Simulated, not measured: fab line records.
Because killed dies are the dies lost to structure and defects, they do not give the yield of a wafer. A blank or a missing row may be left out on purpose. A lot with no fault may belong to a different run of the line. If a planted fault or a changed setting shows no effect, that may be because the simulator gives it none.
One fault seen from 2 desks / flow n5_finfet / only its own numbers are on each desk; what lay behind them is given at the end

== THE METROLOGY DESK ==
Means of the sampled wafers that have a number, per lot and without regard to the tool the lot ran on: this is what the gauges read. A lot is out of limits, marked OUT, if its mean lies more than 4 standard deviations from the usual mean; the brackets give that distance. Readings shown: 7 of its 10, picked as those furthest out on some lot.
Columns: A = DIBL_N at N5_BEOL_M4_RC_MEAS_101, usual 35.9 mV/V; B = DIBL_P at N5_BEOL_M4_RC_MEAS_101, usual 35.9 mV/V; C = IOFF_N at N5_BEOL_M4_RC_MEAS_101, usual 0.149 nA/um; D = IOFF_P at N5_BEOL_M4_RC_MEAS_101, usual 0.205 nA/um; E = ION_P at N5_BEOL_M4_RC_MEAS_101, usual 461 uA/um; F = SS_P at N5_BEOL_M4_RC_MEAS_101, usual 73.2 mV/dec; G = VT_P at N5_BEOL_M4_RC_MEAS_101, usual -250.1 mV
lot=L912; first seen here=day 9 16:29; A=36.6; B=36.0; C=0.160; D=0.233; E=466; F=73.2; G=-247.3
lot=L913; first seen here=day 9 22:42; A=34.5; B=33.7; C=0.129; D=0.200; E=458; F=72.9; G=-248.2
lot=L914; first seen here=day 11 01:32; A=36.8; B=37.5; C=0.182; D=0.241; E=463; F=73.5; G=-248.5
lot=L916; first seen here=day 11 06:17; A=37.1; B=36.8; C=0.157; D=0.217; E=464; F=73.2; G=-247.9
lot=L928; first seen here=day 13 09:41; A=36.3; B=37.5; C=0.156; D=0.203; E=462; F=73.5; G=-250.5
lot=L930; first seen here=day 13 14:58; A=35.0; B=36.0; C=0.153; D=0.210; E=463; F=72.9; G=-251.6
lot=L933; first seen here=day 14 11:42; A=35.5; B=35.1; C=0.137; D=0.184; E=456; F=72.9; G=-251.0
lot=L932; first seen here=day 15 04:07; A=36.2; B=36.1; C=0.146; D=0.205; E=459; F=73.3; G=-251.1
lot=L934; first seen here=day 16 00:40; A=36.7; B=34.8; C=0.153; D=0.227; E=468; F=73.9; G=-247.3
This desk's finding: nothing out of limits on any of the 9 lots.

== FOR THE TOOL OWNER'S DESK: cmp-01 ==
The tool's own readings at N5_MOL_CONTACT_COAG_CMP_23 (polishes, stops on SiO2, t overpolish 1.5 s, target thk 0 nm): means of the sampled wafers that have a number, for each lot that ran on this tool. A lot is out of limits, marked OUT, if its mean lies more than 4 standard deviations from the usual mean; the brackets give that distance.
Columns: A = motor_current_A at N5_MOL_CONTACT_COAG_CMP_23, usual 8.3 A; B = overpolish_run_s at N5_MOL_CONTACT_COAG_CMP_23, usual 1.499 s; C = platen_rpm at N5_MOL_CONTACT_COAG_CMP_23, usual 50.29 rpm; D = time_to_endpoint_s at N5_MOL_CONTACT_COAG_CMP_23, usual 9.7 s
lot=L912; first seen here=day 5 07:15; A=8.3; B=1.495; C=50.29; D=11.3
lot=L914; first seen here=day 5 20:05; A=8.1; B=1.494; C=50.29; D=11.4
lot=L916; first seen here=day 6 03:57; A=8.4; B=1.517; C=50.30; D=11.4
lot=L928; first seen here=day 9 08:09; A=8.7; B=1.505; C=49.59 (-21) OUT; D=9.0
Finding of this desk: L928 out of limits; the first was L928 at day 9 08:09, on platen_rpm at N5_MOL_CONTACT_COAG_CMP_23. Within limits: L912, L914, L916.

== PUT TOGETHER ==
The tool owner's desk could have raised an alarm at day 9 08:09, on L928.
At the metrology desk, nothing out of limits was observed.
The metrology desk has L928 on record, within its limits.
All the named lots went through N5_MOL_CONTACT_COAG_CMP_23 on cmp-01.

== WHAT THE SIMULATOR PUT IN ==
cmp-01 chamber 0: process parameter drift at N5_MOL_CONTACT_COAG_CMP_23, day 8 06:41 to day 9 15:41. From 50.289, the setting platen_rpm moved by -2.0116. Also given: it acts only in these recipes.
Shown lots that were struck: L928.
Hours from the fault's start to each desk's first reading out of limits: the tool owner's desk, 25.
